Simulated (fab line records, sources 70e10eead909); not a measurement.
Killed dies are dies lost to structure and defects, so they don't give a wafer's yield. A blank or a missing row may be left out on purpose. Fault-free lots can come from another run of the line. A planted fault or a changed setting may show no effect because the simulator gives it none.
Which tool did it? ; flow nand_harc ; 72 wafers from 24 lots sampled at 6 of the route's 1159 steps

WHAT EACH GAUGE READ, for each wafer
The record lacks any reading of a measuring or inspecting step that a usual standard deviation could be used to judge.

WHAT TOOL EACH LOT RAN ON (gives the tool, then ch and the chambers of the sampled wafers, and finally the start)
lot;NHARC_P_BONDPAD_STRIP_15;NHARC_A_CHANNEL_HOLE_D1_ETCH_21;NHARC_A_CHANNEL_HOLE_D1_ETCH_22;NHARC_A_CHANNEL_HOLE_D1_ETCH_25;NHARC_A_CHANNEL_FILL_D1_ALD_25;NHARC_A_CHANNEL_FILL_D1_CMP_10
L074;rie_diel-05 ch 0,3, day 6 01:16;har_etch-02 ch 0,1, day 7 19:16;har_etch-02 ch 0,1, day 7 19:44;har_etch-02 ch 0,1, day 7 21:53;ald_hk-03 ch 0,1,3, day 9 15:45;cmp-03 ch 0,1,3, day 10 00:44
L075;rie_diel-06 ch 0,1,3, day 6 19:13;har_etch-02 ch 0,1, day 8 18:02;har_etch-02 ch 0,1, day 8 18:29;har_etch-02 ch 0,1, day 8 20:32;ald_hk-03 ch 0,3, day 10 13:24;cmp-01 ch 2,3, day 11 00:10
L076;rie_diel-06 ch 1,2, day 6 20:11;har_etch-02 ch 0,1, day 8 22:17;har_etch-02 ch 0,1, day 8 22:45;har_etch-02 ch 0,1, day 9 00:51;ald_hk-04 ch 0,1,2, day 10 18:52;cmp-02 ch 1,2, day 11 04:56
L077;rie_diel-05 ch 0,1,2, day 6 21:15;har_etch-01 ch 1, day 8 18:44;har_etch-01 ch 1, day 8 19:10;har_etch-01 ch 1, day 8 21:11;ald_hk-04 ch 1,2, day 10 12:47;cmp-02 ch 0,1,2, day 11 00:13
L078;rie_diel-06 ch 0,2, day 7 18:53;har_etch-01 ch 0,1, day 9 14:28;har_etch-01 ch 0,1, day 9 14:55;har_etch-01 ch 0,1, day 9 16:57;ald_hk-04 ch 0,1,2, day 11 08:17;cmp-01 ch 1,2, day 11 19:38
L079;rie_diel-06 ch 1,2, day 7 19:38;har_etch-02 ch 0, day 9 15:19;har_etch-02 ch 0, day 9 15:45;har_etch-02 ch 0, day 9 17:47;ald_hk-01 ch 1,2, day 11 08:17;cmp-03 ch 0,1,3, day 11 19:38
L080;rie_diel-06 ch 0,3, day 8 05:35;har_etch-01 ch 1, day 10 02:07;har_etch-01 ch 1, day 10 02:35;har_etch-01 ch 1, day 10 04:40;ald_hk-01 ch 0,1,3, day 11 22:56;cmp-03 ch 0,2,3, day 12 09:11
L081;rie_diel-06 ch 0,1,3, day 8 10:18;har_etch-01 ch 0,1, day 10 09:34;har_etch-01 ch 0,1, day 10 10:00;har_etch-01 ch 0,1, day 10 12:02;ald_hk-03 ch 0,1,3, day 12 04:33;cmp-01 ch 0,2, day 12 15:24
L082;rie_diel-05 ch 0,1,2, day 8 16:41;har_etch-02 ch 0,1, day 10 13:42;har_etch-02 ch 0,1, day 10 14:08;har_etch-02 ch 0,1, day 10 16:08;ald_hk-04 ch 1,2,3, day 12 04:01;cmp-03 ch 0,1,2, day 12 15:23
L083;rie_diel-06 ch 1,3, day 8 17:16;har_etch-02 ch 0,1, day 10 09:31;har_etch-02 ch 0,1, day 10 09:57;har_etch-02 ch 0,1, day 10 12:00;ald_hk-01 ch 1,2,3, day 12 04:01;cmp-02 ch 0,1,3, day 12 15:24
L084;rie_diel-05 ch 0,1,2, day 8 22:37;har_etch-01 ch 0,1, day 10 22:41;har_etch-01 ch 0,1, day 10 23:08;har_etch-01 ch 0,1, day 11 01:10;ald_hk-01 ch 1,2,3, day 12 17:11;cmp-03 ch 1,2,3, day 13 08:18
L087;rie_diel-05 ch 0,2,3, day 9 13:04;har_etch-01 ch 0,1, day 11 11:25;har_etch-01 ch 0,1, day 11 11:50;har_etch-01 ch 0,1, day 11 13:53;ald_hk-01 ch 1,2, day 13 07:06;cmp-01 ch 0,2,3, day 13 23:15
L085;rie_diel-06 ch 0,1,3, day 9 14:02;har_etch-02 ch 0,1, day 11 11:51;har_etch-02 ch 0,1, day 11 12:18;har_etch-02 ch 0,1, day 11 14:20;ald_hk-04 ch 0,1,3, day 13 08:19;cmp-02 ch 0,3, day 13 18:21
L088;rie_diel-06 ch 0,1,2, day 9 17:05;har_etch-01 ch 0,1, day 11 15:34;har_etch-01 ch 0,1, day 11 16:01;har_etch-01 ch 0,1, day 11 18:03;ald_hk-03 ch 1,2,3, day 13 12:56;cmp-03 ch 0,2,3, day 13 23:20
L086;rie_diel-06 ch 0,1,2, day 10 00:43;har_etch-01 ch 0,1, day 12 01:11;har_etch-01 ch 0,1, day 12 01:40;har_etch-01 ch 0,1, day 12 04:41;ald_hk-04 ch 1,2, day 13 20:58;cmp-03 ch 1,2,3, day 14 07:40
L090;rie_diel-10 ch 0,1,3, day 10 11:56;har_etch-01 ch 0, day 12 07:10;har_etch-01 ch 0, day 12 07:36;har_etch-01 ch 0, day 12 09:38;ald_hk-01 ch 0,3, day 14 01:27;cmp-03 ch 0,1, day 14 13:01
L089;rie_diel-05 ch 1,2, day 10 12:26;har_etch-02 ch 0, day 12 09:01;har_etch-02 ch 0, day 12 09:28;har_etch-02 ch 0, day 12 11:29;ald_hk-03 ch 0,1,3, day 14 02:04;cmp-03 ch 1,2,3, day 14 12:55
L091;rie_diel-05 ch 0,1,2, day 10 19:21;har_etch-01 ch 0,1, day 12 16:32;har_etch-01 ch 0,1, day 12 16:58;har_etch-01 ch 0,1, day 12 19:00;ald_hk-03 ch 0,2,3, day 14 11:26;cmp-03 ch 1,2,3, day 14 22:09
L092;rie_diel-05 ch 1,2,3, day 10 20:20;har_etch-02 ch 0,1, day 12 19:41;har_etch-02 ch 0,1, day 12 20:08;har_etch-02 ch 0,1, day 12 22:10;ald_hk-01 ch 0,1,3, day 14 16:25;cmp-02 ch 0,1,3, day 15 03:38
L093;rie_diel-05 ch 1,2,3, day 10 20:55;har_etch-02 ch 0,1, day 12 15:32;har_etch-02 ch 0,1, day 12 15:58;har_etch-02 ch 0,1, day 12 18:01;ald_hk-01 ch 0,1,3, day 14 12:05;cmp-02 ch 1,2,3, day 14 22:09
L094;rie_diel-10 ch 1,3, day 11 09:32;har_etch-02 ch 0,1, day 13 04:41;har_etch-02 ch 0,1, day 13 05:08;har_etch-02 ch 0,1, day 13 07:08;ald_hk-01 ch 0,1,3, day 14 23:19;cmp-03 ch 1,3, day 15 10:52
L095;rie_diel-05 ch 0,1,3, day 11 11:16;har_etch-01 ch 0,1, day 13 04:26;har_etch-01 ch 0,1, day 13 04:53;har_etch-01 ch 0,1, day 13 06:59;ald_hk-04 ch 1,2, day 15 02:25;cmp-03 ch 2,3, day 15 13:16
L097;rie_diel-06 ch 0,2,3, day 11 18:48;har_etch-02 ch 0,1, day 13 17:20;har_etch-02 ch 0,1, day 13 17:47;har_etch-02 ch 0,1, day 13 19:49;ald_hk-03 ch 1,2, day 15 12:25;cmp-01 ch 2,3, day 15 23:50
L096;rie_diel-06 ch 1,2, day 11 19:27;har_etch-02 ch 0,1, day 13 21:30;har_etch-02 ch 0,1, day 13 21:56;har_etch-02 ch 0,1, day 13 23:58;ald_hk-04 ch 0,1,2, day 15 18:40;cmp-02 ch 2,3, day 16 04:53
- NHARC_P_BONDPAD_STRIP_15: strips in O2.
- NHARC_A_CHANNEL_HOLE_D1_ETCH_21: etches the open film in C4F8/O2/Ar, time 514.3 s, target depth 1600 nm.
- NHARC_A_CHANNEL_HOLE_D1_ETCH_22: etches the open film in C4F8/O2/Ar, time 666.7 s, target depth 1600 nm.
- NHARC_A_CHANNEL_HOLE_D1_ETCH_25: etches the open film in C4F8/O2/Ar, time 1040.2 s, target depth 1500 nm.
- NHARC_A_CHANNEL_FILL_D1_ALD_25: deposits SiOx, target thk 60 nm, pulse time 10 s, ald cycles 600.
- NHARC_A_CHANNEL_FILL_D1_CMP_10: polishes, target thk 150 nm.

AS READ BY THE TOOLS THEMSELVES (means over the sampled wafers that have a number; for cases with no such wafer, the mark the record gives instead)
NHARC_P_BONDPAD_STRIP_15.
lot;tool;drypump_motor_current_A (A);oes_product_au (a.u.);rf_vpp_V (V);showerhead_plenum_p_Torr (Torr);throttle_valve_pct (%)
L074;rie_diel-05;5.4;1.005;58.2;3.42;17.040
L075;rie_diel-06;5.9;0.991;57.8;3.42;17.030
L076;rie_diel-06;5.5;0.999;57.5;3.62;17.035
L077;rie_diel-05;5.8;0.996;58.4;3.47;17.032
L078;rie_diel-06;5.4;0.994;58.1;3.55;17.026
L079;rie_diel-06;5.7;0.997;57.0;3.58;17.039
L080;rie_diel-06;5.9;1.004;56.8;3.37;17.041
L081;rie_diel-06;5.9;0.999;56.6;3.42;17.033
L082;rie_diel-05;5.8;0.996;57.9;3.46;17.032
L083;rie_diel-06;6.0;1.002;58.8;3.48;17.033
L084;rie_diel-05;5.8;1.003;57.6;3.46;17.041
L087;rie_diel-05;5.5;1.003;57.7;3.44;17.035
L085;rie_diel-06;5.9;1.003;58.1;3.42;17.042
L088;rie_diel-06;5.6;0.998;58.2;3.51;17.035
L086;rie_diel-06;5.6;1.000;58.5;3.51;17.031
L090;rie_diel-10;5.4;1.010;59.0;3.61;17.039
L089;rie_diel-05;5.8;0.996;57.8;3.54;17.041
L091;rie_diel-05;5.8;0.998;58.3;3.45;17.037
L092;rie_diel-05;5.4;0.999;58.0;3.51;17.035
L093;rie_diel-05;5.4;1.001;57.2;3.51;17.040
L094;rie_diel-10;5.4;1.003;57.5;3.71;17.032
L095;rie_diel-05;5.7;1.003;57.2;3.42;17.036
L097;rie_diel-06;5.6;1.005;58.1;3.46;17.034
L096;rie_diel-06;5.5;1.003;57.9;3.62;17.044

NHARC_A_CHANNEL_HOLE_D1_ETCH_21.
lot;tool;drypump_motor_current_A (A);showerhead_plenum_p_Torr (Torr);throttle_valve_pct (%)
L074;har_etch-02;5.5;3.75;32.159
L075;har_etch-02;5.5;3.75;32.161
L076;har_etch-02;5.5;3.75;32.144
L077;har_etch-01;4.9;3.58;32.149
L078;har_etch-01;5.4;3.65;32.144
L079;har_etch-02;5.8;3.77;32.157
L080;har_etch-01;4.9;3.57;32.162
L081;har_etch-01;5.2;3.61;32.160
L082;har_etch-02;5.1;3.70;32.161
L083;har_etch-02;5.1;3.71;32.155
L084;har_etch-01;5.2;3.60;32.153
L087;har_etch-01;5.4;3.64;32.157
L085;har_etch-02;5.1;3.70;32.145
L088;har_etch-01;5.2;3.60;32.154
L086;har_etch-01;5.4;3.63;32.149
L090;har_etch-01;5.7;3.66;32.156
L089;har_etch-02;5.8;3.76;32.165
L091;har_etch-01;5.4;3.62;32.158
L092;har_etch-02;5.1;3.69;32.153
L093;har_etch-02;5.5;3.73;32.158
L094;har_etch-02;5.5;3.72;32.144
L095;har_etch-01;5.4;3.62;32.152
L097;har_etch-02;5.1;3.68;32.158
L096;har_etch-02;5.1;3.68;32.158

NHARC_A_CHANNEL_HOLE_D1_ETCH_22.
lot;tool;drypump_motor_current_A (A);showerhead_plenum_p_Torr (Torr);throttle_valve_pct (%)
L074;har_etch-02;5.5;3.75;32.149
L075;har_etch-02;5.5;3.75;32.152
L076;har_etch-02;5.5;3.75;32.151
L077;har_etch-01;4.9;3.58;32.151
L078;har_etch-01;5.4;3.65;32.148
L079;har_etch-02;5.8;3.77;32.150
L080;har_etch-01;4.9;3.57;32.155
L081;har_etch-01;5.2;3.61;32.159
L082;har_etch-02;5.1;3.70;32.159
L083;har_etch-02;5.1;3.71;32.163
L084;har_etch-01;5.2;3.60;32.167
L087;har_etch-01;5.4;3.63;32.146
L085;har_etch-02;5.1;3.70;32.144
L088;har_etch-01;5.2;3.60;32.156
L086;har_etch-01;5.4;3.63;32.153
L090;har_etch-01;5.7;3.66;32.158
L089;har_etch-02;5.8;3.76;32.153
L091;har_etch-01;5.4;3.62;32.156
L092;har_etch-02;5.1;3.69;32.148
L093;har_etch-02;5.5;3.73;32.152
L094;har_etch-02;5.5;3.72;32.146
L095;har_etch-01;5.4;3.62;32.147
L097;har_etch-02;5.1;3.68;32.153
L096;har_etch-02;5.1;3.68;32.159

NHARC_A_CHANNEL_HOLE_D1_ETCH_25.
lot;tool;drypump_motor_current_A (A);showerhead_plenum_p_Torr (Torr);throttle_valve_pct (%)
L074;har_etch-02;5.5;3.75;32.237
L075;har_etch-02;5.5;3.74;32.236
L076;har_etch-02;5.5;3.74;32.232
L077;har_etch-01;4.9;3.57;32.243
L078;har_etch-01;5.4;3.64;32.233
L079;har_etch-02;5.8;3.77;32.239
L080;har_etch-01;4.9;3.57;32.235
L081;har_etch-01;5.1;3.60;32.238
L082;har_etch-02;5.1;3.70;32.233
L083;har_etch-02;5.1;3.70;32.252
L084;har_etch-01;5.2;3.59;32.238
L087;har_etch-01;5.4;3.63;32.238
L085;har_etch-02;5.1;3.69;32.238
L088;har_etch-01;5.2;3.59;32.241
L086;har_etch-01;5.4;3.63;32.234
L090;har_etch-01;5.7;3.66;32.239
L089;har_etch-02;5.8;3.75;32.242
L091;har_etch-01;5.4;3.62;32.236
L092;har_etch-02;5.1;3.68;32.226
L093;har_etch-02;5.5;3.72;32.233
L094;har_etch-02;5.5;3.72;32.235
L095;har_etch-01;5.4;3.62;32.241
L097;har_etch-02;5.1;3.68;32.243
L096;har_etch-02;5.1;3.68;32.236

NHARC_A_CHANNEL_FILL_D1_ALD_25.
lot;tool;heater_power_w (W);precursor_pulse_height_rel
L074;ald_hk-03;405;1.016
L075;ald_hk-03;415;1.005
L076;ald_hk-04;451;1.001
L077;ald_hk-04;451;1.016
L078;ald_hk-04;451;1.014
L079;ald_hk-01;533;1.000
L080;ald_hk-01;470;1.030
L081;ald_hk-03;413;1.005
L082;ald_hk-04;446;0.991
L083;ald_hk-01;483;0.998
L084;ald_hk-01;489;0.994
L087;ald_hk-01;511;0.985
L085;ald_hk-04;454;1.014
L088;ald_hk-03;469;0.997
L086;ald_hk-04;451;0.999
L090;ald_hk-01;477;0.997
L089;ald_hk-03;409;1.012
L091;ald_hk-03;426;0.983
L092;ald_hk-01;466;1.002
L093;ald_hk-01;464;1.003
L094;ald_hk-01;468;0.999
L095;ald_hk-04;451;0.988
L097;ald_hk-03;457;0.994
L096;ald_hk-04;453;1.004

NHARC_A_CHANNEL_FILL_D1_CMP_10.
lot;tool;motor_current_A (A);time_to_endpoint_s (s)
L074;cmp-03;12.8;12.1
L075;cmp-01;11.4;17.8
L076;cmp-02;12.6;14.4
L077;cmp-02;12.0;13.8
L078;cmp-01;11.0;14.5
L079;cmp-03;12.8;18.7
L080;cmp-03;12.3;15.7
L081;cmp-01;12.9;16.8
L082;cmp-03;12.7;15.1
L083;cmp-02;12.8;13.9
L084;cmp-03;13.2;17.0
L087;cmp-01;12.1;15.3
L085;cmp-02;12.6;13.8
L088;cmp-03;12.5;15.6
L086;cmp-03;13.3;14.0
L090;cmp-03;13.3;13.0
L089;cmp-03;13.1;15.8
L091;cmp-03;13.0;14.9
L092;cmp-02;12.8;20.8
L093;cmp-02;12.8;17.1
L094;cmp-03;13.5;18.2
L095;cmp-03;12.6;15.4
L097;cmp-01;11.1;13.1
L096;cmp-02;11.8;17.6

THE ANSWER, worked out from the rows above alone
Rule: the usual values come from the lots themselves. Put in order of their means at a reading, lots are off if they are a third of the lots or fewer, leave a main group of 4 or more, and stand apart from it by a gap of 3 or more times the standard deviation of the main group's means; of several such gaps the widest counts. Not used: any main group whose means are identical at the precision the tables above print for the reading. Also off: a lot with no number at a reading for which 4 or more lots have one. Any other lot the step has rows for is counted as sound. Order of review: gauges by route order, followed by the tools' own readings, for which a lot's mean as printed above is used. The first step at which some lot is off is used, and at that step the reading that is off furthest; a lot without a number counts as furthest.
No lot is off on any of the readings shown, so nothing can be concluded from this.

WHAT WAS PUT IN BY THE SIMULATOR
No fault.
